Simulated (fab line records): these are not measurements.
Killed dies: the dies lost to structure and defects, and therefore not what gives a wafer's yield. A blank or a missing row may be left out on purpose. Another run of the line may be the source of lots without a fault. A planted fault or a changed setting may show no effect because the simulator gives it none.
fab line records | flow n5_finfet | part 1 of 2: steps 1 to 3 of 6
record lots=24 | wafers=72 | last_day=17
route steps=1938 shown GATE_CUT@477 MOL_CONTACT_COAG@543
lots with no fault: from the same line, run without faults
start_h: hours from the record's opening day to when the first of the lot's shown wafers began | wait_h: hours since the lot's step before | " same as the row above | L1.1+2: one row covering several wafers at once | - no value, or no start was given | * or withheld: withheld | < > ~ a bound
route shown NAME@n: NAME is a module with steps in the file, n the number in the route of the first one | usual: mean/standard deviation taken from wafers without a fault | same: alike in all rows | chamber/n: place in a boat | sites: readings site by site | _std_site: how widely they spread, as a standard deviation | _edge_site: outer sites' mean less inner sites' | radius_mm: how far each site lies from the wafer's centre | mask NAME#n: copy n | behind: tool/chamber where the wafer was last shaped | hold: cause of the lot's hold/its duration in hours/its outcome | device: transistor that didn't switch, given as n, p or np | end of line: the tests these same wafers got at the end of their route | a step given without rows: its recipe and nothing more | killed: dies lost to structure and defects at the first sort, not the wafer's yield | map: a wafer's dies, marking killed ones x, the rest . and places with no die _
set.NAME: the run value of the setting; set.NAME@STEP: its run value at that earlier step | model.NAME: the simulator's own value behind a step, which no gauge read
the route's steps for a sample of lots (tables are steps, rows are wafers)
services: when a tool's chamber went out of use (start_h, in hours from the record's first day, below 0 if earlier), for how many hours, and the reason
## steps
# step N5_GATE_CUT_HM_DEP_46
# recipe material=SiO2 | target_thk_a=1300 | temp_c=400 | precursor=TEOS/O2 | pressure_torr=6.5 | rf_w=900 | teos_flow_sccm=161.4 | gas=O2 | flow_sccm=2650 | time_s=26.6
# usual heater_power_w=503/55 | showerhead_plenum_p_Torr=8.34/0.03 | throttle_valve_pct=19.4/0.97
lot.wafer | tool     | chamber | start_h | wait_h | heater_power_w | showerhead_plenum_p_Torr | throttle_valve_pct
L074.4    | pecvd-02 | 2       | 83.75   | 0.1    | 510            | 8.28                     | 18.3
L074.5    | "        | 0       | "       | "      | 538            | 8.31                     | 19.9
L074.6    | "        | 1       | "       | "      | 485            | 8.36                     | 20.9
L075.1    | pecvd-01 | 1       | 92.15   | 0.0    | 516            | 8.36                     | 20.3
L075.3    | "        | 2       | "       | "      | 429            | 8.32                     | 18.4
L075.6    | "        | 0       | "       | "      | 536            | 8.39                     | 19.0
L076.1    | pecvd-04 | 0       | 97.16   | 0.0    | 421            | 8.37                     | 19.9
L076.3    | "        | 1       | "       | "      | 622            | 8.35                     | 19.8
L076.5    | "        | 1       | "       | "      | 610            | 8.33                     | 19.8
L077.1    | pecvd-04 | 0       | 105.27  | 0.0    | 432            | 8.34                     | 19.3
L077.2    | "        | 1       | "       | "      | 618            | 8.32                     | 19.9
L077.5    | "        | 0       | "       | "      | 439            | 8.38                     | 19.7
L078.1    | pecvd-01 | 1       | 107.40  | 0.0    | 527            | 8.37                     | 20.4
L078.3    | "        | 0       | "       | "      | 452            | 8.37                     | 18.9
L078.5    | "        | 0       | "       | "      | 466            | 8.38                     | 18.8
L079.2    | pecvd-02 | 2       | 112.92  | 0.0    | 452            | 8.31                     | 18.5
L079.4    | "        | 1       | "       | "      | 480            | 8.37                     | 20.8
L079.5    | "        | 0       | "       | "      | 478            | 8.30                     | 19.6
L080.1    | pecvd-01 | 0       | 118.25  | 0.0    | 538            | 8.36                     | 19.3
L080.4    | "        | 2       | "       | "      | 519            | 8.33                     | 18.8
L080.6    | "        | 0       | "       | "      | 544            | 8.39                     | 18.9
L081.3    | pecvd-02 | 2       | 126.68  | 0.0    | 460            | 8.28                     | 18.4
L081.4    | "        | 0       | "       | "      | 546            | 8.31                     | 19.6
L081.5    | "        | 1       | "       | "      | 521            | 8.38                     | 20.5
L082.2    | pecvd-04 | 2       | 133.12  | 0.0    | 472            | 8.35                     | 16.7
L082.3    | "        | 1       | "       | "      | 558            | 8.33                     | 19.8
L082.6    | "        | 1       | "       | "      | 553            | 8.32                     | 19.7
L083.3    | pecvd-02 | 1       | 141.88  | 0.0    | 510            | 8.37                     | 20.7
L083.4    | "        | 1       | "       | "      | 523            | 8.37                     | 20.6
L083.5    | "        | 2       | "       | "      | 531            | 8.32                     | 18.5
L084.4    | pecvd-02 | 0       | 143.94  | 0.1    | 443            | 8.30                     | 20.1
L084.5    | "        | 1       | "       | "      | 505            | 8.34                     | 20.9
L084.6    | "        | 2       | "       | "      | 511            | 8.32                     | 18.6
L085.2    | pecvd-02 | 1       | 149.49  | 0.0    | 492            | 8.37                     | 20.7
L085.4    | "        | 0       | "       | "      | 433            | 8.29                     | 19.9
L085.5    | "        | 1       | "       | "      | 505            | 8.38                     | 20.5
L086.1    | pecvd-01 | 2       | 153.38  | 0.0    | 524            | 8.35                     | 18.5
L086.2    | "        | 0       | "       | "      | 536            | 8.38                     | 18.8
L086.6    | "        | 1       | "       | "      | 560            | 8.33                     | 20.4
L087.1    | pecvd-01 | 2       | 161.83  | 0.0    | 441            | 8.33                     | 18.7
L087.2    | "        | 0       | "       | "      | 518            | 8.38                     | 19.1
L087.3    | "        | 1       | "       | "      | 605            | 8.36                     | 20.3
L088.1    | pecvd-02 | 1       | 170.98  | 0.0    | 483            | 8.37                     | 21.0
L088.4    | "        | 1       | "       | "      | 491            | 8.38                     | 20.9
L088.5    | "        | 2       | "       | "      | 518            | 8.31                     | 18.8
L089.1    | pecvd-01 | 2       | 175.38  | 0.0    | 537            | 8.34                     | 18.7
L089.3    | "        | 1       | "       | "      | 499            | 8.36                     | 20.3
L089.6    | "        | 1       | "       | "      | 493            | 8.38                     | 20.2
L090.3    | pecvd-02 | 0       | 177.64  | 0.0    | 542            | 8.28                     | 19.8
L090.4    | "        | 1       | "       | "      | 511            | 8.36                     | 20.9
L090.6    | "        | 2       | "       | "      | 464            | 8.32                     | 18.8
L091.1    | pecvd-01 | 1       | 185.96  | 0.0    | 529            | 8.36                     | 20.3
L091.2    | "        | 0       | "       | "      | 479            | 8.38                     | 18.9
L091.6    | "        | 0       | "       | "      | 483            | 8.38                     | 18.7
L092.1    | pecvd-04 | 1       | 192.57  | 0.0    | 586            | 8.33                     | 19.7
L092.2    | "        | 0       | "       | "      | 444            | 8.35                     | 19.6
L092.3    | "        | 0       | "       | "      | 439            | 8.37                     | 19.9
L093.3    | pecvd-02 | 0       | 197.49  | 0.0    | 445            | 8.29                     | 19.9
L093.4    | "        | 2       | "       | "      | 523            | 8.30                     | 18.9
L093.6    | "        | 1       | "       | "      | 490            | 8.38                     | 20.8
L094.1    | pecvd-01 | 2       | 205.41  | 0.0    | 435            | 8.37                     | 18.8
L094.4    | "        | 2       | "       | "      | 438            | 8.35                     | 19.2
L094.6    | "        | 0       | "       | "      | 495            | 8.37                     | 18.7
L095.1    | pecvd-04 | 1       | 214.05  | 0.0    | 638            | 8.32                     | 19.5
L095.4    | "        | 1       | "       | "      | 641            | 8.33                     | 19.7
L095.5    | "        | 1       | "       | "      | 639            | 8.33                     | 19.9
L097.2    | pecvd-04 | 1       | 221.70  | 0.0    | 608            | 8.35                     | 20.0
L097.3    | "        | 0       | "       | "      | 438            | 8.37                     | 19.6
L097.6    | "        | 1       | "       | "      | 606            | 8.33                     | 19.7
L096.3    | pecvd-04 | 2       | 223.09  | 0.0    | 420            | 8.36                     | 17.3
L096.4    | "        | 2       | "       | "      | 434            | 8.35                     | 17.2
L096.6    | "        | 0       | "       | "      | 491            | 8.36                     | 19.7
# step N5_GATE_CUT_DESCUM_18
# recipe chemistry=O2 | time_s=7 | source_power_w=50 | bias_power_w=20 | pressure_mtorr=20 | rf_frequency_hz=2.712e+07 | temp_c=40 | resist=CAR-EUV | o2_flow_sccm=225
# usual drypump_motor_current_A=5.6/0.46 | oes_product_au=0.79/0.088 | rf_vpp_V=243.0/1.2 | showerhead_plenum_p_Torr=2.08/0.059 | temp_c=39.99/0.11 | throttle_valve_pct=20.34/0.16
lot.wafer | tool        | chamber | start_h | wait_h | drypump_motor_current_A | oes_product_au | rf_hours_counter_h | rf_vpp_V | showerhead_plenum_p_Torr | temp_c | throttle_valve_pct
L074.4    | rie_diel-01 | 0       | 84.31   | 0.0    | 5.7                     | 0.77           | 119                | 245.4    | 2.19                     | 39.77  | 20.50
L074.5    | "           | 3       | "       | "      | 4.7                     | 0.84           | -                  | 240.8    | 2.04                     | 40.16  | 20.22
L074.6    | "           | 2       | "       | "      | 5.0                     | 0.86           | -                  | 244.2    | 2.05                     | 40.14  | 20.20
L075.1    | rie_diel-02 | 1       | 92.61   | 0.0    | 6.1                     | 0.69           | 246                | 243.1    | 2.06                     | 39.87  | 20.62
L075.3    | "           | 0       | "       | "      | 5.9                     | 0.73           | 190                | 242.9    | 2.08                     | 39.96  | 20.44
L075.6    | "           | 0       | "       | "      | 5.9                     | 0.73           | -                  | 241.8    | 2.08                     | 39.98  | 20.44
L076.1    | rie_diel-06 | 1       | 97.69   | 0.1    | 6.6                     | 0.91           | 29                 | 244.5    | 2.22                     | 40.05  | 20.36
L076.3    | "           | 2       | "       | "      | 5.7                     | 0.72           | 195                | 243.9    | 2.08                     | 39.98  | 20.19
L076.5    | "           | 2       | "       | "      | 5.7                     | 0.71           | -                  | 242.8    | 2.08                     | 39.85  | 20.18
L077.1    | rie_diel-01 | 1       | 105.91  | 0.2    | 5.8                     | 0.77           | 127                | 241.6    | 2.01                     | 40.17  | 20.08
L077.2    | "           | 2       | "       | "      | 4.9                     | 0.85           | 50                 | 242.3    | 2.05                     | 39.99  | 20.21
L077.5    | "           | 0       | "       | "      | 5.8                     | 0.78           | -                  | 243.6    | 2.19                     | 39.89  | 20.53
L078.1    | rie_diel-06 | 3       | 107.98  | 0.0    | 5.9                     | 0.90           | 24                 | 243.2    | 2.05                     | 39.91  | 20.16
L078.3    | "           | 0       | "       | "      | 5.8                     | 0.67           | 252                | 241.0    | 2.07                     | 40.17  | 20.59
L078.5    | "           | 2       | "       | "      | 5.6                     | 0.71           | -                  | 244.3    | 2.08                     | 39.88  | 20.17
L079.2    | rie_diel-01 | 0       | 113.51  | 0.0    | 5.7                     | 0.77           | 128                | 244.6    | 2.19                     | 39.96  | 20.54
L079.4    | "           | 1       | "       | "      | 5.7                     | 0.77           | -                  | 243.1    | 2.01                     | 39.99  | 20.10
L079.5    | "           | 2       | "       | "      | 4.9                     | 0.85           | -                  | 242.6    | 2.05                     | 39.95  | 20.21
L080.1    | rie_diel-02 | 3       | 118.71  | 0.0    | 5.5                     | 0.72           | 185                | 244.3    | 2.17                     | 40.13  | 20.41
L080.4    | "           | 3       | "       | "      | 5.6                     | 0.71           | -                  | 243.4    | 2.17                     | 40.20  | 20.43
L080.6    | "           | 1       | "       | "      | 6.1                     | 0.69           | -                  | 243.6    | 2.05                     | 40.18  | 20.65
L081.3    | rie_diel-02 | 1       | 127.14  | 0.0    | 6.0                     | 0.68           | 257                | 242.5    | 2.05                     | 40.07  | 20.64
L081.4    | "           | 0       | "       | "      | 6.0                     | 0.72           | -                  | 242.0    | 2.07                     | 40.01  | 20.44
L081.5    | "           | 3       | "       | "      | 5.5                     | 0.70           | -                  | 244.2    | 2.17                     | 39.82  | 20.41
L082.2    | rie_diel-01 | 1       | 133.71  | 0.0    | 5.8                     | 0.77           | 136                | 242.5    | 2.01                     | 40.00  | 20.12
L082.3    | "           | 3       | "       | "      | 4.7                     | 0.84           | 77                 | 242.7    | 2.04                     | 39.79  | 20.22
L082.6    | "           | 3       | "       | "      | 4.7                     | 0.84           | -                  | 242.7    | 2.04                     | 39.79  | 20.22
L083.3    | rie_diel-01 | 3       | 142.37  | 0.0    | 4.7                     | 0.84           | 80                 | 241.7    | 2.04                     | 40.09  | 20.23
L083.4    | "           | 0       | "       | "      | 5.7                     | 0.76           | 138                | 243.3    | 2.19                     | 40.09  | 20.54
L083.5    | "           | 0       | "       | "      | 5.7                     | 0.77           | -                  | 245.4    | 2.19                     | 39.80  | 20.55
L084.4    | rie_diel-01 | 1       | 144.49  | 0.1    | 5.8                     | 0.75           | 140                | 241.5    | 2.01                     | 40.05  | 20.12
L084.5    | "           | 3       | "       | "      | 4.7                     | 0.84           | -                  | 243.1    | 2.04                     | 39.99  | 20.23
L084.6    | "           | 2       | "       | "      | 5.0                     | 0.83           | -                  | 241.6    | 2.05                     | 40.06  | 20.23
L085.2    | rie_diel-01 | 0       | 150.11  | 0.0    | 5.8                     | 0.75           | 141                | 245.3    | 2.18                     | 40.09  | 20.55
L085.4    | "           | 1       | "       | "      | 5.8                     | 0.77           | 142                | 242.7    | 2.01                     | 40.26  | 20.10
L085.5    | "           | 2       | "       | "      | 4.9                     | 0.82           | -                  | 243.3    | 2.05                     | 39.99  | 20.25
L086.1    | rie_diel-01 | 0       | 154.02  | 0.2    | 5.7                     | 0.75           | 142                | 244.5    | 2.18                     | 39.98  | 20.56
L086.2    | "           | 2       | "       | "      | 5.0                     | 0.83           | 66                 | 243.4    | 2.05                     | 39.96  | 20.24
L086.6    | "           | 0       | "       | "      | 5.7                     | 0.76           | -                  | 246.7    | 2.18                     | 40.01  | 20.55
L087.1    | rie_diel-02 | 3       | 162.41  | 0.0    | 5.6                     | 0.69           | 202                | 243.4    | 2.16                     | 40.00  | 20.44
L087.2    | "           | 2       | "       | "      | 6.0                     | 0.97           | 9                  | 241.6    | 2.06                     | 39.87  | 20.41
L087.3    | "           | 0       | "       | "      | 5.9                     | 0.71           | 215                | 243.0    | 2.07                     | 40.12  | 20.48
L088.1    | rie_diel-02 | 0       | 171.56  | 0.0    | 5.9                     | 0.71           | 218                | 241.9    | 2.07                     | 39.91  | 20.48
L088.4    | "           | 3       | "       | "      | 5.6                     | 0.70           | 205                | 243.7    | 2.16                     | 39.91  | 20.45
L088.5    | "           | 0       | "       | "      | 5.9                     | 0.71           | -                  | 242.1    | 2.07                     | 39.87  | 20.48
L089.1    | rie_diel-02 | 1       | 175.93  | 0.1    | 6.1                     | 0.99           | 2                  | 243.2    | 2.05                     | 39.84  | 20.24
L089.3    | "           | 2       | "       | "      | 6.0                     | 0.97           | 13                 | 241.1    | 2.06                     | 40.06  | 20.43
L089.6    | "           | 3       | "       | "      | 5.6                     | 0.69           | -                  | 243.5    | 2.16                     | 39.95  | 20.44
L090.3    | rie_diel-06 | 0       | 178.25  | 0.1    | 5.8                     | 0.96           | 12                 | 241.2    | 2.06                     | 39.78  | 20.19
L090.4    | "           | 1       | "       | "      | 6.6                     | 0.88           | 50                 | 244.9    | 2.21                     | 39.92  | 20.39
L090.6    | "           | 0       | "       | "      | 5.8                     | 0.95           | -                  | 243.0    | 2.06                     | 39.72  | 20.19
L091.1    | rie_diel-02 | 0       | 186.56  | 0.0    | 5.9                     | 0.70           | 223                | 241.6    | 2.06                     | 40.03  | 20.47
L091.2    | "           | 2       | "       | "      | 6.0                     | 0.95           | 17                 | 243.1    | 2.06                     | 39.96  | 20.42
L091.6    | "           | 0       | "       | "      | 5.9                     | 0.70           | -                  | 243.8    | 2.07                     | 40.02  | 20.49
L092.1    | rie_diel-02 | 3       | 193.05  | 0.0    | 5.6                     | 0.69           | 211                | 243.0    | 2.16                     | 40.11  | 20.45
L092.2    | "           | 2       | "       | "      | 6.0                     | 0.95           | 18                 | 242.7    | 2.06                     | 39.86  | 20.41
L092.3    | "           | 1       | "       | "      | 6.1                     | 0.96           | 7                  | 243.1    | 2.05                     | 39.96  | 20.26
L093.3    | rie_diel-01 | 0       | 197.95  | 0.0    | 5.7                     | 0.75           | 153                | 244.1    | 2.18                     | 39.86  | 20.56
L093.4    | "           | 1       | "       | "      | 5.8                     | 0.75           | 153                | 241.4    | 2.01                     | 40.06  | 20.13
L093.6    | "           | 3       | "       | "      | 4.7                     | 0.82           | -                  | 241.9    | 2.03                     | 39.99  | 20.26
L094.1    | rie_diel-01 | 3       | 205.99  | 0.0    | 4.7                     | 0.82           | 98                 | 241.9    | 2.03                     | 39.92  | 20.27
L094.4    | "           | 2       | "       | "      | 4.9                     | 0.81           | 80                 | 241.6    | 2.04                     | 40.05  | 20.26
L094.6    | "           | 0       | "       | "      | 5.7                     | 0.75           | -                  | 244.8    | 2.18                     | 39.98  | 20.57
L095.1    | rie_diel-01 | 1       | 215.24  | 0.6    | 5.8                     | 0.75           | 158                | 241.7    | 2.00                     | 39.91  | 20.14
L095.4    | "           | 3       | "       | "      | 4.6                     | 0.82           | 101                | 243.0    | 2.03                     | 39.88  | 20.27
L095.5    | "           | 1       | "       | "      | 5.8                     | 0.74           | -                  | 242.3    | 2.00                     | 40.07  | 20.13
L097.2    | rie_diel-06 | 2       | 223.08  | 0.8    | 5.6                     | 0.69           | 233                | 241.9    | 2.06                     | 40.03  | 20.23
L097.3    | "           | 3       | "       | "      | 5.9                     | 0.84           | 67                 | 242.7    | 2.04                     | 40.16  | 20.24
L097.6    | "           | 0       | "       | "      | 5.8                     | 0.92           | -                  | 242.1    | 2.06                     | 40.21  | 20.22
L096.3    | rie_diel-06 | 2       | 224.26  | 0.6    | 5.7                     | 0.68           | 233                | 243.2    | 2.06                     | 40.03  | 20.23
L096.4    | "           | 2       | "       | "      | 5.6                     | 0.68           | -                  | 245.0    | 2.06                     | 40.00  | 20.23
L096.6    | "           | 0       | "       | "      | 5.8                     | 0.92           | -                  | 242.6    | 2.06                     | 39.99  | 20.21
# step N5_GATE_CUT_HM_OPEN_40
# recipe chemistry=C4F6/O2 | target=SiO2 | mask_material=SiARC | target_depth_a=1390 | time_s=85.1 | ion_energy_ev=250 | pressure_mtorr=30 | source_w=345 | bias_w=185 | Ar_flow_sccm=300 | C4F6_flow_sccm=10 | O2_flow_sccm=10 | ends=cleared
# usual drypump_motor_current_A=5.6/0.46 | etch_rf_on_time_s=93.7/1.6 | oes_product_au=0.71/0.078 | rf_vpp_V=664/7.2 | showerhead_plenum_p_Torr=2.82/0.083 | throttle_valve_pct=20.82/0.21
lot.wafer | tool        | chamber | start_h | wait_h | drypump_motor_current_A | etch_rf_on_time_s | oes_product_au | rf_hours_counter_h | rf_vpp_V | showerhead_plenum_p_Torr | throttle_valve_pct
L074.4    | rie_diel-01 | 0       | 84.47   | 0.0    | 5.7                     | 95.4              | 0.69           | 119                | 678      | 2.99                     | 21.11
L074.5    | "           | 3       | "       | "      | 4.7                     | 94.7              | 0.76           | -                  | 667      | 2.76                     | 20.59
L074.6    | "           | 2       | "       | "      | 5.0                     | 94.4              | 0.78           | -                  | 663      | 2.78                     | 20.62
L075.1    | rie_diel-02 | 1       | 92.77   | 0.0    | 6.0                     | 93.1              | 0.62           | 246                | 658      | 2.82                     | 21.22
L075.3    | "           | 0       | "       | "      | 6.0                     | 92.2              | 0.66           | 190                | 660      | 2.84                     | 21.00
L075.6    | "           | 0       | "       | "      | 6.0                     | 92.4              | 0.67           | -                  | 662      | 2.84                     | 21.00
L076.1    | rie_diel-06 | 1       | 97.85   | 0.0    | 6.6                     | 94.2              | 0.81           | 29                 | 684      | 3.02                     | 20.91
L076.3    | "           | 2       | "       | "      | 5.6                     | 94.8              | 0.64           | 195                | 665      | 2.82                     | 20.66
L076.5    | "           | 2       | "       | "      | 5.7                     | 96.1              | 0.64           | -                  | 665      | 2.82                     | 20.67
L077.1    | rie_diel-01 | 1       | 106.07  | 0.0    | 5.8                     | 95.0              | 0.70           | 127                | 653      | 2.74                     | 20.56
L077.2    | "           | 2       | "       | "      | 4.9                     | 93.3              | 0.75           | 50                 | 664      | 2.78                     | 20.64
L077.5    | "           | 0       | "       | "      | 5.7                     | 96.6              | 0.69           | -                  | 677      | 2.98                     | 21.12
L078.1    | rie_diel-06 | 3       | 108.15  | 0.0    | 5.9                     | 91.5              | 0.81           | 24                 | 661      | 2.79                     | 20.63
L078.3    | "           | 0       | "       | "      | 5.8                     | 94.6              | 0.60           | 252                | 658      | 2.80                     | 21.01
L078.5    | "           | 2       | "       | "      | 5.7                     | 96.5              | 0.64           | -                  | 664      | 2.82                     | 20.67
L079.2    | rie_diel-01 | 0       | 113.67  | 0.0    | 5.7                     | 94.7              | 0.68           | 128                | 676      | 2.98                     | 21.11
L079.4    | "           | 1       | "       | "      | 5.8                     | 95.7              | 0.69           | -                  | 653      | 2.74                     | 20.55
L079.5    | "           | 2       | "       | "      | 5.0                     | 93.1              | 0.77           | -                  | 663      | 2.78                     | 20.64
L080.1    | rie_diel-02 | 3       | 118.87  | 0.0    | 5.6                     | 94.7              | 0.63           | 185                | 668      | 2.93                     | 20.87
L080.4    | "           | 3       | "       | "      | 5.5                     | 95.2              | 0.64           | -                  | 667      | 2.93                     | 20.87
L080.6    | "           | 1       | "       | "      | 6.0                     | 95.2              | 0.62           | -                  | 660      | 2.81                     | 21.22
L081.3    | rie_diel-02 | 1       | 127.30  | 0.0    | 6.0                     | 93.8              | 0.62           | 257                | 659      | 2.81                     | 21.24
L081.4    | "           | 0       | "       | "      | 5.9                     | 93.2              | 0.65           | -                  | 659      | 2.83                     | 21.02
L081.5    | "           | 3       | "       | "      | 5.6                     | 94.3              | 0.64           | -                  | 666      | 2.93                     | 20.88
L082.2    | rie_diel-01 | 1       | 133.88  | 0.0    | 5.8                     | 93.2              | 0.69           | 136                | 653      | 2.73                     | 20.56
L082.3    | "           | 3       | "       | "      | 4.7                     | 90.4              | 0.76           | 77                 | 665      | 2.75                     | 20.62
L082.6    | "           | 3       | "       | "      | 4.7                     | 93.0              | 0.76           | -                  | 666      | 2.75                     | 20.64
L083.3    | rie_diel-01 | 3       | 142.53  | 0.0    | 4.7                     | 91.4              | 0.76           | 80                 | 665      | 2.75                     | 20.63
L083.4    | "           | 0       | "       | "      | 5.8                     | 95.7              | 0.68           | 138                | 676      | 2.98                     | 21.14
L083.5    | "           | 0       | "       | "      | 5.8                     | 95.4              | 0.69           | -                  | 676      | 2.98                     | 21.13
L084.4    | rie_diel-01 | 1       | 144.65  | 0.0    | 5.8                     | 94.8              | 0.68           | 140                | 654      | 2.73                     | 20.57
L084.5    | "           | 3       | "       | "      | 4.7                     | 92.8              | 0.75           | -                  | 666      | 2.75                     | 20.64
L084.6    | "           | 2       | "       | "      | 5.0                     | 92.6              | 0.76           | -                  | 663      | 2.77                     | 20.63
L085.2    | rie_diel-01 | 0       | 150.28  | 0.0    | 5.8                     | 93.1              | 0.68           | 141                | 676      | 2.98                     | 21.14
L085.4    | "           | 1       | "       | "      | 5.7                     | 93.6              | 0.69           | 142                | 653      | 2.73                     | 20.57
L085.5    | "           | 2       | "       | "      | 4.9                     | 93.2              | 0.75           | -                  | 663      | 2.77                     | 20.65
L086.1    | rie_diel-01 | 0       | 154.18  | 0.0    | 5.7                     | 93.3              | 0.69           | 142                | 678      | 2.98                     | 21.14
L086.2    | "           | 2       | "       | "      | 5.0                     | 90.5              | 0.75           | 66                 | 662      | 2.77                     | 20.66
L086.6    | "           | 0       | "       | "      | 5.7                     | 94.3              | 0.67           | -                  | 677      | 2.98                     | 21.14
L087.1    | rie_diel-02 | 3       | 162.57  | 0.0    | 5.6                     | 93.1              | 0.63           | 202                | 668      | 2.93                     | 20.91
L087.2    | "           | 2       | "       | "      | 6.0                     | 91.8              | 0.86           | 9                  | 662      | 2.79                     | 20.82
L087.3    | "           | 0       | "       | "      | 6.0                     | 92.7              | 0.64           | 215                | 660      | 2.82                     | 21.02
L088.1    | rie_diel-02 | 0       | 171.72  | 0.0    | 5.9                     | 95.1              | 0.64           | 218                | 660      | 2.82                     | 21.05
L088.4    | "           | 3       | "       | "      | 5.6                     | 97.7              | 0.62           | 205                | 667      | 2.92                     | 20.90
L088.5    | "           | 0       | "       | "      | 5.9                     | 97.5              | 0.64           | -                  | 659      | 2.82                     | 21.03
L089.1    | rie_diel-02 | 1       | 176.10  | 0.0    | 6.0                     | 91.7              | 0.90           | 2                  | 659      | 2.81                     | 20.87
L089.3    | "           | 2       | "       | "      | 6.0                     | 91.1              | 0.86           | 13                 | 661      | 2.79                     | 20.83
L089.6    | "           | 3       | "       | "      | 5.6                     | 94.2              | 0.63           | -                  | 667      | 2.92                     | 20.90
L090.3    | rie_diel-06 | 0       | 178.41  | 0.0    | 5.8                     | 93.6              | 0.85           | 12                 | 660      | 2.79                     | 20.62
L090.4    | "           | 1       | "       | "      | 6.6                     | 97.6              | 0.78           | 50                 | 684      | 3.01                     | 20.94
L090.6    | "           | 0       | "       | "      | 5.8                     | 96.8              | 0.86           | -                  | 659      | 2.79                     | 20.60
L091.1    | rie_diel-02 | 0       | 186.72  | 0.0    | 5.9                     | 93.9              | 0.64           | 223                | 659      | 2.82                     | 21.04
L091.2    | "           | 2       | "       | "      | 6.0                     | 93.4              | 0.85           | 17                 | 659      | 2.79                     | 20.83
L091.6    | "           | 0       | "       | "      | 6.0                     | 94.4              | 0.64           | -                  | 658      | 2.82                     | 21.05
L092.1    | rie_diel-02 | 3       | 193.21  | 0.0    | 5.6                     | 92.1              | 0.62           | 211                | 666      | 2.92                     | 20.90
L092.2    | "           | 2       | "       | "      | 6.0                     | 90.8              | 0.85           | 18                 | 659      | 2.79                     | 20.86
L092.3    | "           | 1       | "       | "      | 6.0                     | 92.1              | 0.87           | 7                  | 658      | 2.81                     | 20.86
L093.3    | rie_diel-01 | 0       | 198.11  | 0.0    | 5.7                     | 94.0              | 0.67           | 153                | 677      | 2.97                     | 21.14
L093.4    | "           | 1       | "       | "      | 5.8                     | 95.5              | 0.67           | 153                | 653      | 2.73                     | 20.61
L093.6    | "           | 3       | "       | "      | 4.7                     | 95.0              | 0.74           | -                  | 666      | 2.74                     | 20.64
L094.1    | rie_diel-01 | 3       | 206.16  | 0.0    | 4.7                     | 92.5              | 0.74           | 98                 | 667      | 2.74                     | 20.65
L094.4    | "           | 2       | "       | "      | 4.9                     | 93.2              | 0.74           | 80                 | 662      | 2.76                     | 20.66
L094.6    | "           | 0       | "       | "      | 5.7                     | 95.4              | 0.66           | -                  | 677      | 2.97                     | 21.15
L095.1    | rie_diel-01 | 1       | 215.41  | 0.0    | 5.8                     | 93.2              | 0.67           | 158                | 654      | 2.73                     | 20.59
L095.4    | "           | 3       | "       | "      | 4.7                     | 93.4              | 0.73           | 101                | 666      | 2.74                     | 20.63
L095.5    | "           | 1       | "       | "      | 5.8                     | 93.3              | 0.67           | -                  | 652      | 2.72                     | 20.59
L097.2    | rie_diel-06 | 2       | 223.24  | 0.0    | 5.7                     | 93.4              | 0.61           | 233                | 664      | 2.81                     | 20.71
L097.3    | "           | 3       | "       | "      | 5.9                     | 91.6              | 0.76           | 68                 | 660      | 2.77                     | 20.70
L097.6    | "           | 0       | "       | "      | 5.8                     | 92.2              | 0.84           | -                  | 658      | 2.79                     | 20.66
L096.3    | rie_diel-06 | 2       | 224.42  | 0.0    | 5.6                     | 94.6              | 0.62           | 233                | 663      | 2.81                     | 20.73
L096.4    | "           | 2       | "       | "      | 5.6                     | 94.5              | 0.62           | -                  | 663      | 2.81                     | 20.70
L096.6    | "           | 0       | "       | "      | 5.8                     | 92.7              | 0.83           | -                  | 658      | 2.78                     | 20.62
